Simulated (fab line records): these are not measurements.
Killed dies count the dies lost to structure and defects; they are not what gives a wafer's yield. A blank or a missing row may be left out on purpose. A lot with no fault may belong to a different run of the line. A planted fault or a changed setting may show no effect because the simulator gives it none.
fab line records | flow n5_finfet
record: lots: 9 | wafers: 27 | last_day: 19
route steps=1938 shown MOL_CONTACT_COAG@539 BEOL_M4@1111
lots with no fault: from the same line, run without faults
start_h: start of the lot's first displayed wafer, in hours after the record's first day | wait_h: how many hours have passed since the lot's step before this one | " unchanged from the row above | L1.1+2: several wafers, shown together as one row | - value missing, or start not given | * or withheld: withheld | < > ~ a bound
route shown NAME@n: a module of which the file shows steps, and the number in the route of the first | usual: mean/standard deviation of fault-free wafers | same: alike in all rows | chamber/n: place in a boat | sites: readings site by site | _std_site: their standard deviation | _edge_site: outer sites' mean less inner sites' | radius_mm: how far each site lies from the wafer's centre | mask NAME#n: copy n | behind: the most recent tool/chamber to have shaped the wafer | hold: what put the lot on hold/how long, in hours/how the hold closed | device: whichever transistor did not switch (one of n, p or np) | end of line: the tests these same wafers got at the end of their route | step lacking rows: just its recipe | killed: not the wafer's yield, but the dies lost to structure and defects at the first sort | map: dies across one wafer; x = killed, . = not, _ = none there
set.NAME: the setting as run; set.NAME@STEP: as run at that earlier step | model.NAME: the simulator's own value behind a step, which no gauge read
route steps across a sampled set of lots; one table per step, one row per wafer
services: from which hour (start_h, from the record's first day; less than 0 if before it) a tool's chamber was out of use, for how many hours, and why
== steps ==
step: N5_MOL_CONTACT_COAG_STRIP_98
recipe: chemistry: N2/H2 | power_w: 500 | temp_c: 40 | pressure_mtorr: 50 | rf_frequency_hz: 6e+07 | overash_fraction: 0.3 | bias_power_w: 8 | h2_frac: 0.5 | n2_flow_sccm: 300 | h2_flow_sccm: 300
usual: drypump_motor_current_A: 5.7/0.48 | oes_product_au: 0.76/0.056 | rf_vpp_V: 54.2/1.5 | showerhead_plenum_p_Torr: 3.35/0.11 | throttle_valve_pct: 19.0/0.32
lot.wafer | tool        | chamber | start_h | wait_h | drypump_motor_current_A | oes_product_au | rf_hours_counter_h | rf_vpp_V | showerhead_plenum_p_Torr | throttle_valve_pct
L162.2    | rie_diel-05 | 2       | 105.00  | 0.0    | 6.1                     | 0.73           | 175                | 50.8     | 3.47                     | 19.1
L162.3    | "           | 0       | "       | "      | 5.0                     | 0.72           | 193                | 55.0     | 3.47                     | 19.2
L162.4    | "           | 3       | "       | "      | 5.6                     | 0.75           | -                  | 53.1     | 3.22                     | 19.5
L163.2    | rie_diel-05 | 2       | 110.99  | 0.0    | 6.1                     | 0.74           | 177                | 55.9     | 3.47                     | 19.1
L163.5    | "           | 3       | "       | "      | 5.6                     | 0.73           | -                  | 53.5     | 3.22                     | 19.5
L163.6    | "           | 2       | "       | "      | 6.1                     | 0.73           | -                  | 54.3     | 3.47                     | 19.1
L166.2    | rie_diel-04 | 3       | 131.31  | 0.0    | 6.7                     | 0.89           | 50                 | 56.4     | 3.54                     | 18.6
L166.3    | "           | 0       | "       | "      | 5.8                     | 0.80           | 101                | 54.5     | 3.24                     | 18.5
L166.4    | "           | 1       | "       | "      | 5.7                     | 0.81           | 102                | 52.3     | 3.26                     | 18.5
L167.2    | rie_diel-04 | 2       | 136.18  | 0.0    | 6.0                     | 0.71           | 219                | 54.2     | 3.45                     | 19.1
L167.3    | "           | 1       | "       | "      | 5.7                     | 0.81           | 103                | 52.5     | 3.26                     | 18.5
L167.5    | "           | 2       | "       | "      | 6.0                     | 0.70           | -                  | 54.2     | 3.45                     | 19.1
L168.2    | rie_diel-04 | 3       | 141.95  | 0.0    | 6.7                     | 0.89           | 54                 | 56.5     | 3.54                     | 18.6
L168.3    | "           | 0       | "       | "      | 5.8                     | 0.80           | 105                | 53.7     | 3.24                     | 18.5
L168.5    | "           | 2       | "       | "      | 6.0                     | 0.70           | -                  | 55.0     | 3.45                     | 19.1
L174.1    | rie_diel-05 | 1       | 177.96  | 0.0    | 5.0                     | 0.85           | 59                 | 54.9     | 3.41                     | 19.0
L174.3    | "           | 3       | "       | "      | 5.6                     | 0.73           | 185                | 55.5     | 3.21                     | 19.5
L174.5    | "           | 3       | "       | "      | 5.6                     | 0.72           | -                  | 55.2     | 3.21                     | 19.5
L179.3    | rie_diel-01 | 1       | 209.37  | 0.0    | 5.9                     | 0.73           | 199                | 55.4     | 3.21                     | 19.0
L179.4    | "           | 0       | "       | "      | 5.5                     | 0.78           | 105                | 55.3     | 3.24                     | 19.6
L179.6    | "           | 0       | "       | "      | 5.5                     | 0.78           | -                  | 52.4     | 3.24                     | 19.6
L180.2    | rie_diel-05 | 1       | 215.47  | 0.0    | 5.0                     | 0.84           | 69                 | 53.9     | 3.40                     | 19.0
L180.3    | "           | 0       | "       | "      | 4.9                     | 0.70           | 229                | 56.8     | 3.45                     | 19.2
L180.5    | "           | 0       | "       | "      | 5.0                     | 0.71           | -                  | 56.8     | 3.45                     | 19.2
L181.2    | rie_diel-04 | 2       | 219.74  | 0.0    | 6.0                     | 0.69           | 249                | 53.7     | 3.44                     | 19.1
L181.3    | "           | 3       | "       | "      | 6.7                     | 0.85           | 79                 | 56.6     | 3.53                     | 18.6
L181.5    | "           | 3       | "       | "      | 6.7                     | 0.85           | -                  | 52.5     | 3.53                     | 18.7
step: N5_MOL_CONTACT_COAG_SPUTTER_143
recipe: material: Co | target_thk_a: 25 | temp_c: 25 | chamber_pressure_pa: 0.2
usual: throttle_valve_pct: 30.0/0.78
lot.wafer | tool           | chamber | start_h | wait_h | throttle_valve_pct
L162.2    | pvd_sputter-03 | -       | 107.90  | 0.0    | 29.6
L162.3    | "              | -       | "       | "      | 29.4
L162.4    | "              | -       | "       | "      | 30.9
L163.2    | pvd_sputter-02 | -       | 112.92  | 0.0    | 28.4
L163.5    | "              | -       | "       | "      | 30.5
L163.6    | "              | -       | "       | "      | 31.0
L166.2    | pvd_sputter-01 | -       | 134.33  | 0.0    | 29.4
L166.3    | "              | -       | "       | "      | 31.4
L166.4    | "              | -       | "       | "      | 30.8
L167.2    | pvd_sputter-02 | -       | 138.28  | 0.0    | 30.9
L167.3    | "              | -       | "       | "      | 28.5
L167.5    | "              | -       | "       | "      | 30.9
L168.2    | pvd_sputter-02 | -       | 144.68  | 0.0    | 30.8
L168.3    | "              | -       | "       | "      | 28.5
L168.5    | "              | -       | "       | "      | 30.9
L174.1    | pvd_sputter-03 | -       | 180.54  | 0.0    | 30.8
L174.3    | "              | -       | "       | "      | 29.0
L174.5    | "              | -       | "       | "      | 29.2
L179.3    | pvd_sputter-03 | -       | 212.24  | 0.0    | 29.4
L179.4    | "              | -       | "       | "      | 30.7
L179.6    | "              | -       | "       | "      | 29.3
L180.2    | pvd_sputter-02 | -       | 216.92  | 0.0    | 29.7
L180.3    | "              | -       | "       | "      | 31.1
L180.5    | "              | -       | "       | "      | 29.7
L181.2    | pvd_sputter-02 | -       | 223.42  | 0.0    | 31.0
L181.3    | "              | -       | "       | "      | 29.8
L181.5    | "              | -       | "       | "      | 30.3
step: N5_MOL_CONTACT_COAG_THK_MEAS_29
recipe: reads: SiNx_of_GATE_CUT_PECVD_57+SiNx_of_GATE_CUT_SAC_CAP_01
usual: MD_CAP_THK: 17.93/0.083
lot.wafer | tool          | chamber | start_h | wait_h | MD_CAP_THK[nm]
L162.2    | film_metro-02 | -       | 115.07  | -      | 18.06
L162.3    | "             | -       | "       | "      | 18.00
L162.4    | "             | -       | "       | "      | 17.93
L163.2    | film_metro-01 | -       | 119.18  | -      | 18.03
L163.5    | "             | -       | "       | "      | 17.98
L163.6    | "             | -       | "       | "      | 17.92
L166.2    | film_metro-02 | -       | 139.92  | -      | 18.01
L166.3    | "             | -       | "       | "      | 18.05
L166.4    | "             | -       | "       | "      | 17.98
L167.2    | film_metro-02 | -       | 143.76  | -      | 18.01
L167.3    | "             | -       | "       | "      | 17.90
L167.5    | "             | -       | "       | "      | 17.89
L168.2    | film_metro-01 | -       | 150.06  | -      | 17.87
L168.3    | "             | -       | "       | "      | 17.93
L168.5    | "             | -       | "       | "      | 17.99
L174.1    | film_metro-02 | -       | 186.65  | -      | 17.80
L174.3    | "             | -       | "       | "      | 17.86
L174.5    | "             | -       | "       | "      | 17.80
L179.3    | film_metro-01 | -       | 218.93  | -      | 18.11
L179.4    | "             | -       | "       | "      | 18.04
L179.6    | "             | -       | "       | "      | 18.07
L180.2    | film_metro-02 | -       | 223.09  | -      | 17.91
L180.3    | "             | -       | "       | "      | 17.97
L180.5    | "             | -       | "       | "      | 17.94
L181.2    | film_metro-01 | -       | 228.03  | -      | 17.91
L181.3    | "             | -       | "       | "      | 17.95
L181.5    | "             | -       | "       | "      | 17.98
step: N5_MOL_CONTACT_COAG_COAT_76
recipe: resist: SiARC | temp_c: 220 | time_s: 60 | spin_rpm: 1500 | resist_thk_nm: 10
usual: spin_speed_rpm: 1500.1/0.98
lot.wafer | tool           | chamber | start_h | wait_h | spin_speed_rpm
L162.2    | litho_track-04 | 0       | 115.68  | -      | 1500.6
L162.3    | "              | 0       | "       | "      | 1500.0
L162.4    | "              | 0       | "       | "      | 1499.6
L163.2    | litho_track-01 | 0       | 119.78  | -      | 1498.3
L163.5    | "              | 0       | "       | "      | 1497.3
L163.6    | "              | 0       | "       | "      | 1498.9
L166.2    | litho_track-01 | 0       | 140.52  | -      | 1161.9
L166.3    | "              | 0       | "       | "      | 1164.6
L166.4    | "              | 0       | "       | "      | 1162.4
L167.2    | litho_track-01 | 0       | 144.36  | -      | 1162.4
L167.3    | "              | 0       | "       | "      | 1164.3
L167.5    | "              | 0       | "       | "      | 1163.3
L168.2    | litho_track-01 | 0       | 150.66  | -      | 1164.7
L168.3    | "              | 0       | "       | "      | 1161.4
L168.5    | "              | 0       | "       | "      | 1163.7
L174.1    | litho_track-04 | 0       | 187.25  | -      | 1500.8
L174.3    | "              | 0       | "       | "      | 1500.2
L174.5    | "              | 0       | "       | "      | 1500.3
L179.3    | litho_track-01 | 0       | 219.53  | -      | 1500.1
L179.4    | "              | 0       | "       | "      | 1498.6
L179.6    | "              | 0       | "       | "      | 1499.1
L180.2    | litho_track-04 | 0       | 223.71  | -      | 1500.7
L180.3    | "              | 0       | "       | "      | 1499.9
L180.5    | "              | 0       | "       | "      | 1500.3
L181.2    | litho_track-04 | 0       | 228.63  | -      | 1500.2
L181.3    | "              | 0       | "       | "      | 1499.2
L181.5    | "              | 0       | "       | "      | 1499.4
step: N5_MOL_CONTACT_COAG_ETCH_90
recipe: chemistry: CF4 | target: SiARC | target_depth_a: 130 | mask_material: CAR-EUV | time_s: 21.7 | ion_energy_ev: 80 | pressure_mtorr: 40 | source_w: 545 | bias_w: 36 | Ar_flow_sccm: 100 | cf4_flow_sccm: 100 | ends: cleared
usual: drypump_motor_current_A: 5.7/0.49 | etch_rf_on_time_s: 21.6/0.3 | oes_product_au: 0.65/0.05 | rf_vpp_V: 184.0/1.3 | showerhead_plenum_p_Torr: 2.14/0.073 | throttle_valve_pct: 15.71/0.21
lot.wafer | tool        | chamber | start_h | wait_h | drypump_motor_current_A | etch_rf_on_time_s | oes_product_au | rf_hours_counter_h | rf_vpp_V | showerhead_plenum_p_Torr | throttle_valve_pct
L162.2    | rie_diel-05 | 0       | 117.08  | 0.0    | 4.9                     | 21.2              | 0.62           | 197                | 185.3    | 2.21                     | 15.98
L162.3    | "           | 2       | "       | "      | 6.1                     | 21.6              | 0.64           | 179                | 185.4    | 2.22                     | 15.84
L162.4    | "           | 1       | "       | "      | 5.0                     | 21.6              | 0.76           | 37                 | 183.3    | 2.18                     | 15.55
L163.2    | rie_diel-05 | 2       | 120.23  | 0.0    | 6.1                     | 21.6              | 0.64           | 180                | 186.8    | 2.22                     | 15.82
L163.5    | "           | 3       | "       | "      | 5.6                     | 21.8              | 0.64           | -                  | 183.7    | 2.06                     | 15.96
L163.6    | "           | 0       | "       | "      | 5.0                     | 21.6              | 0.62           | -                  | 185.1    | 2.21                     | 15.98
L166.2    | rie_diel-04 | 0       | 141.10  | 0.0    | 5.8                     | 24.7              | 0.66           | 105                | 183.4    | 2.07                     | 15.40
L166.3    | "           | 3       | "       | "      | 6.7                     | 24.7              | 0.75           | 53                 | 185.6    | 2.27                     | 15.41
L166.4    | "           | 2       | "       | "      | 6.0                     | 25.0              | 0.59           | 221                | 184.1    | 2.19                     | 15.86
L167.2    | rie_diel-05 | 3       | 144.96  | 0.0    | 5.6                     | 24.8              | 0.63           | 173                | 183.1    | 2.06                     | 15.96
L167.3    | "           | 1       | "       | "      | 5.0                     | 24.5              | 0.74           | 46                 | 184.1    | 2.18                     | 15.55
L167.5    | "           | 3       | "       | "      | 5.6                     | 24.8              | 0.63           | -                  | 182.8    | 2.06                     | 15.98
L168.2    | rie_diel-01 | 2       | 151.32  | 0.0    | 6.0                     | 24.5              | 0.63           | 214                | 184.2    | 2.12                     | 15.97
L168.3    | "           | 1       | "       | "      | 5.9                     | 24.4              | 0.63           | 176                | 183.1    | 2.05                     | 15.59
L168.5    | "           | 2       | "       | "      | 6.0                     | 24.5              | 0.62           | -                  | 183.9    | 2.12                     | 15.96
L174.1    | rie_diel-05 | 0       | 188.15  | 0.0    | 4.9                     | 21.6              | 0.60           | 222                | 186.4    | 2.20                     | 16.04
L174.3    | "           | 1       | "       | "      | 5.0                     | 22.1              | 0.72           | 62                 | 185.1    | 2.17                     | 15.59
L174.5    | "           | 2       | "       | "      | 6.1                     | 22.0              | 0.62           | -                  | 183.9    | 2.21                     | 15.87
L179.3    | rie_diel-04 | 0       | 220.12  | 0.0    | 5.8                     | 21.4              | 0.66           | 135                | 183.4    | 2.06                     | 15.46
L179.4    | "           | 3       | "       | "      | 6.7                     | 21.4              | 0.73           | 79                 | 186.8    | 2.26                     | 15.45
L179.6    | "           | 0       | "       | "      | 5.8                     | 21.5              | 0.65           | -                  | 181.8    | 2.06                     | 15.46
L180.2    | rie_diel-01 | 1       | 224.31  | 0.0    | 5.9                     | 21.7              | 0.61           | 204                | 180.2    | 2.04                     | 15.65
L180.3    | "           | 3       | "       | "      | 5.1                     | 21.5              | 0.58           | 250                | 185.7    | 2.20                     | 15.69
L180.5    | "           | 1       | "       | "      | 5.9                     | 21.9              | 0.61           | -                  | 181.8    | 2.04                     | 15.63
L181.2    | rie_diel-04 | 1       | 229.78  | 0.0    | 5.7                     | 21.0              | 0.67           | 139                | 182.0    | 2.07                     | 15.57
L181.3    | "           | 0       | "       | "      | 5.8                     | 21.6              | 0.64           | 139                | 184.5    | 2.06                     | 15.47
L181.5    | "           | 1       | "       | "      | 5.7                     | 21.2              | 0.66           | -                  | 182.3    | 2.07                     | 15.57
step: N5_BEOL_M4_RC_MEAS_101
usual: DIBL_N: 36.0/1.4 | DIBL_P: 36.1/1.4 | IOFF_N: 0.153/0.02 | IOFF_P: 0.211/0.026 | ION_N: 673/8.7 | ION_P: 463/6.7 | SS_N: 71.5/0.5 | SS_P: 73.3/0.54 | VT_N: 250.1/2.4 | VT_P: -250.2/2.9
lot.wafer | tool      | chamber | start_h | wait_h | DIBL_N[mV/V] | DIBL_P[mV/V] | IOFF_N[nA/um] | IOFF_P[nA/um] | ION_N[uA/um] | ION_P[uA/um] | SS_N[mV/dec] | SS_P[mV/dec] | VT_N[mV] | VT_P[mV]
L162.2    | prober-01 | 0       | 188.82  | 0.2    | 38.0         | 35.9         | 0.154         | 0.196         | 667          | 454          | 71.5         | 73.9         | 250.2    | -250.9
L162.3    | "         | 0       | "       | "      | 37.3         | 34.0         | 0.138         | 0.168         | 668          | 448          | 71.7         | 72.9         | 249.0    | -253.1
L162.4    | "         | 0       | "       | "      | 37.5         | 34.4         | 0.139         | 0.178         | 671          | 457          | 71.3         | 73.1         | 252.9    | -254.4
L163.2    | prober-02 | 0       | 202.42  | 0.2    | 34.5         | 35.0         | 0.131         | 0.171         | 666          | 456          | 71.5         | 72.7         | 252.6    | -254.4
L163.5    | "         | 0       | "       | "      | 35.4         | 36.9         | 0.152         | 0.188         | 674          | 463          | 70.7         | 74.0         | 249.2    | -253.0
L163.6    | "         | 0       | "       | "      | 37.4         | 38.7         | 0.186         | 0.217         | 685          | 463          | 71.4         | 73.5         | 247.3    | -250.4
L166.2    | prober-01 | 0       | 230.93  | 0.2    | 34.6         | 35.6         | 0.142         | 0.207         | 669          | 465          | 71.8         | 73.1         | 251.7    | -248.8
L166.3    | "         | 0       | "       | "      | 34.5         | 34.9         | 0.141         | 0.189         | 669          | 454          | 71.3         | 73.5         | 252.4    | -252.2
L166.4    | "         | 0       | "       | "      | 35.4         | 36.6         | 0.153         | 0.216         | 672          | 465          | 71.6         | 73.7         | 249.5    | -251.7
L167.2    | prober-01 | 0       | 239.37  | 0.2    | 37.4         | 38.2         | 0.177         | 0.241         | 680          | 465          | 72.0         | 73.2         | 249.7    | -247.3
L167.3    | "         | 0       | "       | "      | 36.4         | 36.8         | 0.162         | 0.219         | 678          | 466          | 71.5         | 72.6         | 248.2    | -247.1
L167.5    | "         | 0       | "       | "      | 38.7         | 39.7         | 0.215         | 0.275         | 690          | 469          | 72.2         | 73.7         | 247.5    | -246.1
L168.2    | prober-01 | 0       | 246.75  | 0.2    | 34.6         | 35.7         | 0.140         | 0.202         | 667          | 464          | 71.3         | 73.1         | 250.4    | -249.8
L168.3    | "         | 0       | "       | "      | 34.2         | 35.0         | 0.127         | 0.192         | 671          | 464          | 70.6         | 73.6         | 252.5    | -248.7
L168.5    | "         | 0       | "       | "      | 35.7         | 36.7         | 0.151         | 0.220         | 683          | 470          | 72.0         | 73.2         | 249.6    | -248.1
L174.1    | prober-02 | 0       | 281.73  | 0.5    | 37.4         | 36.2         | 0.142         | 0.193         | 664          | 460          | 71.4         | 73.1         | 251.9    | -249.8
L174.3    | "         | 0       | "       | "      | 36.6         | 36.2         | 0.143         | 0.192         | 672          | 464          | 71.6         | 73.2         | 251.8    | -251.3
L174.5    | "         | 0       | "       | "      | 37.2         | 36.1         | 0.146         | 0.205         | 671          | 463          | 71.2         | 72.9         | 252.6    | -251.0
L179.3    | prober-01 | 0       | 299.77  | 0.3    | 36.4         | 37.7         | 0.149         | 0.211         | 674          | 466          | 71.7         | 73.7         | 251.9    | -251.6
L179.4    | "         | 0       | "       | "      | 35.9         | 36.6         | 0.147         | 0.201         | 670          | 463          | 72.0         | 72.8         | 250.3    | -251.4
L179.6    | "         | 0       | "       | "      | 36.6         | 37.7         | 0.155         | 0.210         | 676          | 465          | 71.9         | 73.6         | 248.7    | -251.9
L181.2    | prober-01 | 0       | 307.19  | 0.2    | 35.5         | 34.3         | 0.139         | 0.185         | 659          | 456          | 71.2         | 72.3         | 250.1    | -250.4
L181.3    | "         | 0       | "       | "      | 35.1         | 34.3         | 0.139         | 0.189         | 669          | 459          | 71.4         | 72.9         | 253.1    | -250.0
L181.5    | "         | 0       | "       | "      | 36.6         | 35.9         | 0.153         | 0.216         | 662          | 462          | 71.1         | 72.4         | 252.1    | -251.4
L180.2    | prober-02 | 0       | 347.19  | 0.2    | 34.5         | 36.3         | 0.150         | 0.208         | 664          | 459          | 70.8         | 73.9         | 246.7    | -250.5
L180.3    | "         | 0       | "       | "      | 33.6         | 33.6         | 0.121         | 0.162         | 659          | 449          | 70.5         | 73.1         | 250.9    | -253.8
L180.5    | "         | 0       | "       | "      | 34.5         | 35.7         | 0.142         | 0.187         | 665          | 454          | 70.2         | 72.9         | 249.3    | -254.0
== services ==
tool           | chamber | start_h | hours | kind
rie_diel-01    | 2       | 95.07   | 1.2   | repair
pvd_sputter-01 | -       | 98.03   | 4.9   | repair
rie_diel-04    | 1       | 104.65  | 18.0  | repair
pvd_sputter-02 | -       | 116.22  | 2.1   | repair
rie_diel-05    | 2       | 191.66  | 1.2   | repair
rie_diel-04    | 2       | 223.73  | -     | clean
rie_diel-04    | 2       | 223.73  | -     | consumable_replace:focus_ring
rie_diel-04    | 2       | 223.73  | 19.5  | scheduled_down
rie_diel-04    | 2       | 223.73  | 19.5  | vent_cycle
rie_diel-01    | 3       | 224.60  | -     | clean
rie_diel-01    | 3       | 224.60  | -     | consumable_replace:focus_ring
rie_diel-01    | 3       | 224.60  | 14.5  | scheduled_down
rie_diel-01    | 3       | 224.60  | 14.5  | vent_cycle
== key ==
first_sign: step: N5_MOL_CONTACT_COAG_COAT_76 | reading: spin_speed_rpm | direction: down | sigmas: 99+ | usual: * | struck: *
effect: step: N5_MOL_CONTACT_COAG_ETCH_90 | reading: etch_rf_on_time_s | direction: up | sigmas: 10 | usual: * | struck: *
met_at N5_MOL_CONTACT_COAG_COAT_76
struck_lots L166,L167,L168
not_acting_at N5_MOL_CONTACT_COAG_STRIP_98,N5_MOL_CONTACT_COAG_SPUTTER_143,N5_MOL_CONTACT_COAG_THK_MEAS_29
onset_between 119.78 140.52
fault: kind: process_parameter_drift | tool: litho_track-01 | chamber: - | onset_h: 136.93 | steps: N5_MOL_CONTACT_COAG_COAT_76 | channel: spin_rpm | offset: * | shape: step | end_h: 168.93 | acts_in: * | stated: *
